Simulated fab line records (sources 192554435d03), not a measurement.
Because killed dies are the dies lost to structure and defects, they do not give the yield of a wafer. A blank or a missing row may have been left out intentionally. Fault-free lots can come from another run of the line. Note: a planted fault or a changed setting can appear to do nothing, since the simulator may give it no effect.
One fault through the eyes of 2 desks -- flow n5_finfet -- each desk has only its own numbers; what lay behind them comes last

AT THE TOOL OWNER'S DESK: rie_diel-03
The tool's own readings at N5_BEOL_M9_ETCH_65 (etches SiARC in CF4, target depth 15.6 nm, time 26 s): means of the sampled wafers that have a number, for each lot that ran on this tool. Any lot whose mean is over 4 standard deviations away from the usual mean is out of limits and marked OUT; that distance is given in the brackets. Of its 8 readings 7 are shown: the one that was out of limits first, and those that lie furthest out on some lot.
Columns: A = cf4_flow_sccm at N5_BEOL_M9_ETCH_65, usual 100.02 sccm; B = drypump_motor_current_A at N5_BEOL_M9_ETCH_65, usual 5.8 A; C = etch_rf_on_time_s at N5_BEOL_M9_ETCH_65, usual 25.9 s; D = oes_product_au at N5_BEOL_M9_ETCH_65, usual 0.67 a.u.; E = rf_vpp_V at N5_BEOL_M9_ETCH_65, usual 183.5 V; F = showerhead_plenum_p_Torr at N5_BEOL_M9_ETCH_65, usual 2.09 Torr; G = throttle_valve_pct at N5_BEOL_M9_ETCH_65, usual 15.68 %
lot,first seen here,A,B,C,D,E,F,G
L191,day 10 12:37,100.29,5.9,26.3,0.69,183.8,2.13,15.72
L203,day 13 10:05,100.13,5.4,26.2,0.66,184.4,2.09,15.90
L208,day 14 09:33,110.12 (+35) OUT,5.4,26.2,0.65,183.6,2.15,16.29
L213,day 15 21:46,100.03,5.8,26.3,0.74,183.1,2.11,15.68
This desk's finding: out of limits on L208; first on L208, day 14 09:33 (cf4_flow_sccm at N5_BEOL_M9_ETCH_65). Within limits: L191, L203, L213.

FROM THE METROLOGY DESK
What the gauges read, lot by lot, whatever tool the lot ran on: means of the sampled wafers that have a number. Any lot whose mean is over 4 standard deviations away from the usual mean is out of limits and marked OUT; that distance is given in the brackets.
Columns: A = cd_nm at N5_BEOL_M9_CD_MEAS_28, usual 69.85 nm; B = V8_OVL at N5_BEOL_M9_OVL_MEAS_29, usual -0.3 nm
lot,first seen here,A,B
L192,day 9 19:07,69.77,0.1
L193,day 10 11:53,69.65,-1.2
L191,day 10 12:03,69.76,0.3
L195,day 11 02:56,69.46,-0.7
L197,day 11 14:23,69.79,-0.0
L203,day 13 09:55,69.76,-0.8
L208,day 14 09:23,69.75,-0.3
L210,day 14 13:07,69.83,-1.2
L211,day 15 02:41,69.86,-0.4
L213,day 15 21:36,70.16,-0.4
Result from this desk: across the 10 lots, nothing is out of limits.

PUT TOGETHER
The tool owner's desk could have raised an alarm at day 14 09:33, on L208.
From the metrology desk's view, nothing was out of limits.
The metrology desk holds a record of L208, inside its limits.
On rie_diel-03, each named lot ran N5_BEOL_M9_ETCH_65.

WHAT WAS PUT IN BY THE SIMULATOR
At N5_BEOL_M9_ETCH_65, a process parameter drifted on rie_diel-03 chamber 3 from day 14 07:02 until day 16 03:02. From 100, the setting cf4_flow_sccm moved by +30. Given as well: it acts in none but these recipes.
Struck lots among those shown: L208.
Time in hours from fault onset to the first out-of-limits reading at each desk: the tool owner's desk, 3.
